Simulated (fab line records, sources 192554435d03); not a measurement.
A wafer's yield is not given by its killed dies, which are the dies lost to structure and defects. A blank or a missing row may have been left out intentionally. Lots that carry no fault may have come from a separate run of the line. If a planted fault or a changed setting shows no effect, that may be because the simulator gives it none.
A lot that was struck, set against a sound lot ; flow n5_finfet ; 15 steps out of a route of 1938
Sound: these wafers, L535.2, L535.4, L535.6. Struck: wafer L543.6 (left out: L543.4, a lot-mate that was not struck); the cause follows at the end.
Each step with rows lists, per side, the tool, then ch with its chambers, then its first start. Under that, the readings that differ: sound wafers ; struck wafers ; difference of the means ; sigmas: that difference in standard deviations of wafers without a fault.
alike: readings with means less than 2 such deviations apart, plus words and numbers identical on both sides. not compared: withheld readings, readings lacking a value on some wafer, bounds such as >300 that could conceal the same value, and numbers that have no deviation in the record and whose values overlap.
The two part at a step that has a row with sigmas, a row that says differs or no value, or rows on one side only. Non-overlapping numbers with no deviation appear without sigmas and do not part them. A reading that every wafer of one side lacks parts them only if that side has two wafers or more.

N5_BEOL_M11_TRENCH_ETCH_37: etches SiCOH lowk in C4F6/O2, target depth 148.83 nm, time 48 s.
  sound: rie_diel-01 ch 1,2,3; struck: rie_diel-04 ch 2
  alike: drypump_motor_current_A, oes_product_au, rf_vpp_V, showerhead_plenum_p_Torr, throttle_valve_pct
  not compared: rf_hours_counter_h
N5_BEOL_M11_ETCH_41: etches SiCN in CH3F/O2, target depth 42.6 nm, time 86 s.
  sound: rie_diel-01 ch 1,2,3; struck: rie_diel-04 ch 2
  alike: drypump_motor_current_A, oes_product_au, rf_vpp_V, showerhead_plenum_p_Torr, throttle_valve_pct
  not compared: rf_hours_counter_h
then, 1 step without rows for these wafers: N5_BEOL_M11_STRIP_77 (strips in N2/H2, time 10 s).
N5_BEOL_M11_OCD_MEAS_38:
  sound on ocd-01 at day 10 21:34; struck on ocd-02 at day 12 22:58
  alike: trench_depth_nm
then, 4 steps without rows for these wafers: N5_BEOL_M11_HM_STRIP_39 (strips TiN in peroxide tin strip, target depth 25 nm, time 158 s); N5_BEOL_M11_SRD_40 (time 30 s); N5_BEOL_M11_PRECLEAN_42 (cleans in residue remover, time 60 s); N5_BEOL_M11_SRD_43 (time 30 s).
N5_BEOL_M11_CD_MEAS_35 targets a cd of 70 nm.
  sound on cd_sem-01 at day 10 21:43; struck on cd_sem-03 at day 12 23:07
reading;sound;struck;difference;sigmas
cd_nm (nm);68.9 70.1 68.5;70.9;+1.7;+3
then, 1 step without rows for these wafers: N5_BEOL_M11_CURE_72 (cures SiCOH lowk, time 120 s).
N5_BEOL_M11_DEGAS_44: time 60 s.
  sound on pvd_sputter-02 at day 10 22:40; struck on pvd_sputter-01 at day 13 00:20
  alike: heater_power_w, susceptor_temp_C
N5_BEOL_M11_PRE_CLEAN_45: time 30 s.
  sound on pvd_sputter-02 at day 10 22:42; struck on pvd_sputter-01 at day 13 00:22
  alike: heater_power_w, susceptor_temp_C
N5_BEOL_M11_ALD_74: deposits TaN, target thk 2 nm, pulse time 2 s, purge time 3 s.
  sound on ald_metal-01 ch 0,3, day 10 22:46; struck on ald_metal-01 ch 1, day 13 00:26
reading;sound;struck;difference;sigmas
ald_cycles;40 40 40;37;-3;
heater_power_w (W);329 456 334;534;+161;+3
  not compared: susceptor_temp_C
N5_BEOL_M11_SURFACE_TREAT_76:
  sound on pvd_sputter-02 at day 10 23:07; struck on pvd_sputter-02 at day 13 00:46
  not compared: throttle_valve_pct
N5_PASSIVATION_PROBE_49:
  record: rows for the struck wafers here (prober-01, day 14 14:31), none for the sound ones

WHERE THEY PART
Last at N5_PASSIVATION_PROBE_49 as far as this record goes, first at N5_BEOL_M11_CD_MEAS_35.

WHY: what the simulator had put in
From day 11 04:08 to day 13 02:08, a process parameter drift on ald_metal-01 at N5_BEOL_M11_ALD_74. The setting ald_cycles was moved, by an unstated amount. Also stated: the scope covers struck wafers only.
